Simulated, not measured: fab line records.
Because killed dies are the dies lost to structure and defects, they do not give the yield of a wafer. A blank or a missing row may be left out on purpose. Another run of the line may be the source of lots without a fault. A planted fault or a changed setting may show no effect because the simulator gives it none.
Split-lot experiment / flow n5_finfet / 21 wafers read across 7 lots, on a route 1938 steps long

SPLIT DETAILS
At N5_HKMG_FIN_ETCH_58 (etches SOC in N2/H2, target depth 215.8 nm, time 741 s), the setting bias_w was moved away from the recipe's 13 W on 7 of the 21 wafers read, by -8.2% to +9.4%. The other wafers ran this setting at the recipe's value.

Reading taken at the split's own step.

THE READING
rf_vpp_V, in V, at N5_HKMG_FIN_ETCH_58 (etches SOC in N2/H2, target depth 215.8 nm, time 741 s). Typical for fault-free wafers on this fab line: 99.2 V, with standard deviation 0.81 V.

wafer=L075.1; tool, chamber at the split=rie_diel-05, 1; bias_w as run, W=13; against the recipe=recipe; rf_vpp_V, V=98.8; against lot-mates on the recipe=-
wafer=L075.3; tool, chamber at the split=rie_diel-05, 2; bias_w as run, W=13; against the recipe=recipe; rf_vpp_V, V=99.2; against lot-mates on the recipe=-
wafer=L075.4; tool, chamber at the split=rie_diel-05, 0; bias_w as run, W=11.93; against the recipe=-8.2%; rf_vpp_V, V=94.2; against lot-mates on the recipe=-4.8
wafer=L080.2; tool, chamber at the split=rie_diel-04, 2; bias_w as run, W=13; against the recipe=recipe; rf_vpp_V, V=100.5; against lot-mates on the recipe=-
wafer=L080.4; tool, chamber at the split=rie_diel-04, 0; bias_w as run, W=13; against the recipe=recipe; rf_vpp_V, V=99.5; against lot-mates on the recipe=-
wafer=L080.6; tool, chamber at the split=rie_diel-04, 3; bias_w as run, W=13; against the recipe=recipe; rf_vpp_V, V=98.8; against lot-mates on the recipe=-
wafer=L088.1; tool, chamber at the split=rie_diel-05, 0; bias_w as run, W=13; against the recipe=recipe; rf_vpp_V, V=98.3; against lot-mates on the recipe=-
wafer=L088.3; tool, chamber at the split=rie_diel-05, 3; bias_w as run, W=13; against the recipe=recipe; rf_vpp_V, V=99.5; against lot-mates on the recipe=-
wafer=L088.4; tool, chamber at the split=rie_diel-05, 1; bias_w as run, W=14.08; against the recipe=+8.3%; rf_vpp_V, V=104.3; against lot-mates on the recipe=+5.4
wafer=L090.3; tool, chamber at the split=rie_diel-02, 0; bias_w as run, W=13.77; against the recipe=+5.9%; rf_vpp_V, V=103.0; against lot-mates on the recipe=+2.8
wafer=L090.4; tool, chamber at the split=rie_diel-02, 2; bias_w as run, W=13.77; against the recipe=+5.9%; rf_vpp_V, V=103.0; against lot-mates on the recipe=+2.8
wafer=L090.6; tool, chamber at the split=rie_diel-02, 2; bias_w as run, W=13; against the recipe=recipe; rf_vpp_V, V=100.2; against lot-mates on the recipe=-
wafer=L091.3; tool, chamber at the split=rie_diel-05, 0; bias_w as run, W=13; against the recipe=recipe; rf_vpp_V, V=99.4; against lot-mates on the recipe=-
wafer=L091.5; tool, chamber at the split=rie_diel-05, 1; bias_w as run, W=13; against the recipe=recipe; rf_vpp_V, V=98.3; against lot-mates on the recipe=-
wafer=L091.6; tool, chamber at the split=rie_diel-05, 0; bias_w as run, W=13; against the recipe=recipe; rf_vpp_V, V=99.2; against lot-mates on the recipe=-
wafer=L093.2; tool, chamber at the split=rie_diel-05, 3; bias_w as run, W=13; against the recipe=recipe; rf_vpp_V, V=99.4; against lot-mates on the recipe=-
wafer=L093.3; tool, chamber at the split=rie_diel-05, 0; bias_w as run, W=13.72; against the recipe=+5.5%; rf_vpp_V, V=102.3; against lot-mates on the recipe=+2.8
wafer=L093.6; tool, chamber at the split=rie_diel-05, 1; bias_w as run, W=13; against the recipe=recipe; rf_vpp_V, V=99.6; against lot-mates on the recipe=-
wafer=L095.2; tool, chamber at the split=rie_diel-05, 2; bias_w as run, W=14.22; against the recipe=+9.4%; rf_vpp_V, V=103.1; against lot-mates on the recipe=+3.3
wafer=L095.3; tool, chamber at the split=rie_diel-05, 3; bias_w as run, W=13; against the recipe=recipe; rf_vpp_V, V=99.8; against lot-mates on the recipe=-
wafer=L095.5; tool, chamber at the split=rie_diel-05, 2; bias_w as run, W=14.22; against the recipe=+9.4%; rf_vpp_V, V=104.7; against lot-mates on the recipe=+4.9

FIT RESULTS
A straight line over all 21 wafers: rf_vpp_V changes by +0.558 V for each +1% of bias_w; r = +0.97; the points scatter about the line by 0.65 V.
The same after taking each lot's own level away (the mean of its wafers on the recipe; 21 wafers): +0.513 V for each +1%; r = +0.96; scatter 0.6 V.
On that fit, the largest move of bias_w shifts the reading by 4.8 V.
Measured against the standard deviation above, the lots' own levels, which go from 98.90 to 100.20 V, span 1.6 times it.
The two slopes are in agreement: the lot-to-lot level therefore moves the slope only a little.
Check: with one of the wafers moved furthest among these (+9.4%) left out of the fit, the line predicts +5.15 V for it against its lot-mates. Against them it came out at +3.3 V.
Tool readings at the split's step, against how far the setting was moved: rf_vpp_V r = +0.97.

OTHER SPLITS ON THESE WAFERS
Before the reading, these wafers also passed through other splits. Each is held against what the fit with the lots' levels taken away leaves over:
other split on the same wafers=N5_DUMMY_GATE_EXPOSE_12 dose_mj; wafers away from the commonest value=4; r with rf_vpp_V (lot level and that fit taken away)=-0.28
other split on the same wafers=N5_SD_EPI_N_EPI_21 epi_growth_time_s; wafers away from the commonest value=6; r with rf_vpp_V (lot level and that fit taken away)=+0.16
other split on the same wafers=N5_HKMG_FIN_ETCH_55 bias_w; wafers away from the commonest value=8; r with rf_vpp_V (lot level and that fit taken away)=-0.18

THE WHOLE CHAIN: every reading that the file lists as answering this split, in the file's order
step=N5_HKMG_FIN_ETCH_58; what it does=etches SOC in N2/H2, target depth 215.8 nm, time 741 s; reading=rf_vpp_V; change (the file's fit)=+0.534 V for each +1% of the setting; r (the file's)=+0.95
step=N5_HKMG_FIN_ETCH_58; what it does=etches SOC in N2/H2, target depth 215.8 nm, time 741 s; reading=HKMG_FIN.feature_depth_nm (the simulator's own value, which no gauge read); change (the file's fit)=+1.06 nm for each +1% of the setting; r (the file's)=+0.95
step=N5_HKMG_FIN_ETCH_58; what it does=etches SOC in N2/H2, target depth 215.8 nm, time 741 s; reading=etch.depth_nm (the simulator's own value, which no gauge read); change (the file's fit)=+1.06 nm for each +1% of the setting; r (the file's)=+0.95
step=N5_HKMG_FIN_ETCH_58; what it does=etches SOC in N2/H2, target depth 215.8 nm, time 741 s; reading=SOC_of_HKMG_FIN_COAT_41.thk_nm (the simulator's own value, which no gauge read); change (the file's fit)=-1.04 nm for each +1% of the setting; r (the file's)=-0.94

THE FILE'S OWN FIT
rf_vpp_V changes by +0.534 V for each +1% of bias_w, r = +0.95.
